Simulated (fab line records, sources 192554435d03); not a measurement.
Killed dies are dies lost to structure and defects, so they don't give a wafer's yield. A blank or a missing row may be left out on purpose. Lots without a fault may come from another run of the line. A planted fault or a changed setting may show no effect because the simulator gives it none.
One fault seen from 3 desks | flow n5_finfet | each desk has only its own numbers; what lay behind them comes last

THE DEFECT DESK
What the inspections along the route counted, lot by lot: means of the sampled wafers that have a number. A lot is out of limits, marked OUT, if its mean lies more than 4 standard deviations from the usual mean; the brackets give that distance.
Columns: A = raw_defect_count at N5_HKMG_FIN_INSPECT_14, usual 2.0
lot  | first seen here | A
L207 | day 5 12:19     | 2.0
L212 | day 6 16:07     | 2.0
L213 | day 6 23:03     | 2.0
L215 | day 7 11:17     | 3.0
L222 | day 9 09:22     | 2.7
L224 | day 9 19:58     | 1.0
L225 | day 9 21:58     | 2.0
This desk's finding: nothing out of limits on any of the 7 lots.

THE METROLOGY DESK
What the gauges read, lot by lot, whatever tool the lot ran on: means of the sampled wafers that have a number. A lot is out of limits, marked OUT, if its mean lies more than 4 standard deviations from the usual mean; the brackets give that distance.
Columns: A = cd_nm at N5_HKMG_FIN_CD_MEAS_12, usual 92.7 nm; B = NWFM_OVL at N5_HKMG_FIN_OVL_MEAS_13, usual 0.3 nm
lot  | first seen here | A    | B
L207 | day 5 12:16     | 92.5 | -0.0
L212 | day 6 16:04     | 92.0 | -0.1
L213 | day 6 23:00     | 92.2 | 0.4
L215 | day 7 11:14     | 93.5 | 0.8
L222 | day 9 09:19     | 92.4 | -0.1
L224 | day 9 19:55     | 93.4 | 1.4
L225 | day 9 21:55     | 92.3 | 0.6
This desk's finding: nothing out of limits on any of the 7 lots.

THE TOOL OWNER'S DESK: rie_diel-04
The tool's own readings at N5_HKMG_FIN_ETCH_32 (etches SOC in N2/H2, target depth 240 nm, time 300 s): means of the sampled wafers that have a number, for each lot that ran on this tool. A lot is out of limits, marked OUT, if its mean lies more than 4 standard deviations from the usual mean; the brackets give that distance.
Columns: A = drypump_motor_current_A at N5_HKMG_FIN_ETCH_32, usual 5.6 A; B = oes_product_au at N5_HKMG_FIN_ETCH_32, usual 0.83 a.u.; C = rf_vpp_V at N5_HKMG_FIN_ETCH_32, usual 524.4 V; D = showerhead_plenum_p_Torr at N5_HKMG_FIN_ETCH_32, usual 2.56 Torr; E = throttle_valve_pct at N5_HKMG_FIN_ETCH_32, usual 17.76 %
lot  | first seen here | A   | B    | C     | D    | E
L207 | day 5 12:29     | 5.3 | 0.91 | 525.5 | 2.58 | 17.59
L212 | day 6 16:14     | 5.6 | 0.96 | 525.1 | 2.58 | 17.55
L213 | day 6 23:11     | 5.4 | 0.88 | 523.5 | 2.55 | 17.87
L215 | day 7 11:25     | 5.6 | 0.94 | 524.9 | 2.58 | 17.57
This desk's finding: nothing out of limits on any of the 4 lots.

PUT TOGETHER
The defect desk saw nothing out of limits.
The metrology desk saw nothing out of limits.
The tool owner's desk saw nothing out of limits.

WHAT THE SIMULATOR HAD PUT IN
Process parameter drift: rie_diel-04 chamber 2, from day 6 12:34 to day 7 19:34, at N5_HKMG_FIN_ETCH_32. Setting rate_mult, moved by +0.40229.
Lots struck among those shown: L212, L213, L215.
